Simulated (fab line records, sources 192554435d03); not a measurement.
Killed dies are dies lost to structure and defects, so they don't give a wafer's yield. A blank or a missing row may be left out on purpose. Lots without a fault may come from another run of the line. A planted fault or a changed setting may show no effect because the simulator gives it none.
Split-lot experiment | flow n5_finfet | 7 lots, 21 wafers read, on a route of 1938 steps

THE SPLIT
At N5_SDB_COAT_03 (time 60 s, resist thk 100 nm), the setting spin_rpm was moved away from the recipe's 1500 rpm on 7 of the 21 wafers read, by -10.3% to +7.9%. The other wafers ran this setting at the recipe's value.

FROM THE SPLIT TO THE READING: what the file shows between them, 7 steps
- N5_SDB_COAT_04: time 60 s, resist thk 18 nm
- N5_SDB_COAT_05: resist thk 90 nm
- N5_SDB_DESCUM_16: chemistry O2, time 7.9 s
- N5_SDB_ETCH_17: etches SiARC in CF4, target depth 23.4 nm, time 39 s
- N5_SDB_ETCH_18: etches SOC in N2/H2, target depth 100 nm, overetch 20 nm, time 150 s
- N5_SDB_STRIP_19: strips in N2/H2
- N5_SDB_STRIP_21: strips in CF4

THE READING
SOC_of_SDB_COAT_03.thk_nm (the simulator's own value, which no gauge read), in nm, at N5_SDB_HM_OPEN_20 (chemistry CH3F/O2, target SiNx, stops on poly-Si, target depth 24 nm). The file gives no usual value for it. The 14 wafers here that ran the recipe average 84.4 nm, standard deviation 0.41 nm.

wafer  | tool, chamber at the split | spin_rpm as run, rpm | against the recipe | SOC_of_SDB_COAT_03.thk_nm, nm | against lot-mates on the recipe
L075.2 | litho_track-05, 0          | 1500                 | recipe             | 85.4                          | -
L075.4 | litho_track-05, 0          | 1500                 | recipe             | 83.8                          | -
L075.5 | litho_track-05, 0          | 1619                 | +7.9%              | 80.2                          | -4.4
L077.4 | litho_track-01, 0          | 1500                 | recipe             | 84.2                          | -
L077.5 | litho_track-01, 0          | 1585                 | +5.7%              | 81.4                          | -2.9
L077.6 | litho_track-01, 0          | 1500                 | recipe             | 84.4                          | -
L078.1 | litho_track-05, 0          | 1617                 | +7.8%              | 80.4                          | -4.4
L078.3 | litho_track-05, 0          | 1617                 | +7.8%              | 80.4                          | -4.4
L078.5 | litho_track-05, 0          | 1500                 | recipe             | 84.8                          | -
L081.2 | litho_track-05, 0          | 1500                 | recipe             | 84                            | -
L081.6 | litho_track-05, 0          | 1500                 | recipe             | 84                            | -
L081.5 | litho_track-05, 0          | 1345                 | -10.3%             | 90.2                          | +6.2
L082.1 | litho_track-01, 0          | 1500                 | recipe             | 83.8                          | -
L082.4 | litho_track-01, 0          | 1589                 | +5.9%              | 80.2                          | -3.6
L082.5 | litho_track-01, 0          | 1589                 | +5.9%              | 80.8                          | -3.0
L084.2 | litho_track-05, 0          | 1500                 | recipe             | 84.6                          | -
L084.3 | litho_track-05, 0          | 1500                 | recipe             | 84.4                          | -
L084.6 | litho_track-05, 0          | 1500                 | recipe             | 84.2                          | -
L086.1 | litho_track-05, 0          | 1500                 | recipe             | 84.4                          | -
L086.2 | litho_track-05, 0          | 1500                 | recipe             | 84.6                          | -
L086.3 | litho_track-05, 0          | 1500                 | recipe             | 84.6                          | -

THE FIT
A straight line over all 21 wafers: SOC_of_SDB_COAT_03.thk_nm changes by -0.554 nm for each +1% of spin_rpm; r = -0.98; the points scatter about the line by 0.43 nm.
The same after taking each lot's own level away (the mean of its wafers on the recipe; 21 wafers): -0.57 nm for each +1%; r = -0.99; scatter 0.31 nm.
On that fit, the largest move of spin_rpm shifts the reading by 5.9 nm.
The lots' own levels span 83.80 to 84.80 nm, that is 2.4 times the standard deviation above.
So the lot-to-lot level changes the slope little: the two slopes agree.
Check: with one of the wafers moved furthest among these (-10.3%) left out of the fit, the line predicts +5.74 nm for it against its lot-mates. It came out at +6.2 nm against them.

OTHER SPLITS ON THESE WAFERS
These wafers also went through other splits before the reading. Each is held against what the fit with the lots' levels taken away leaves over:
other split on the same wafers  | wafers away from the commonest value | r with SOC_of_SDB_COAT_03.thk_nm (lot level and that fit taken away)
N5_WELL_APT_COAT_19 spin_rpm    | 7                                    | +0.12
N5_FIN_SAQP_EXPOSE_13 dose_mj   | 8                                    | -0.10
N5_FIN_SAQP_PEB_14 peb_time_s   | 6                                    | -0.08
N5_DUMMY_GATE_EXPOSE_12 dose_mj | 3                                    | +0.21
N5_SD_EPI_N_COAT_33 spin_rpm    | 7                                    | -0.08

THE WHOLE CHAIN: every reading that the file lists as answering this split, in the file's order
step              | what it does                                                         | reading                                                                    | change (the file's fit)               | r (the file's)
N5_SDB_COAT_03    | time 60 s, resist thk 100 nm                                         | SOC_of_SDB_COAT_03.thk_nm (the simulator's own value, which no gauge read) | -0.511 nm for each +1% of the setting | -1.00
N5_SDB_ETCH_18    | etches SOC in N2/H2, target depth 100 nm, overetch 20 nm, time 150 s | etch.depth_nm (the simulator's own value, which no gauge read)             | -0.511 nm for each +1% of the setting | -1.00
N5_SDB_HM_OPEN_20 | chemistry CH3F/O2, target SiNx, stops on poly-Si, target depth 24 nm | SOC_of_SDB_COAT_03.thk_nm (the simulator's own value, which no gauge read) | -0.568 nm for each +1% of the setting | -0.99
N5_SDB_STRIP_22   | strips in N2/H2                                                      | strip_time_to_endpoint_s                                                   | withheld for each +1% of the setting  | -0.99

THE FILE'S OWN FIT
SOC_of_SDB_COAT_03.thk_nm changes by -0.568 nm for each +1% of spin_rpm, r = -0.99.
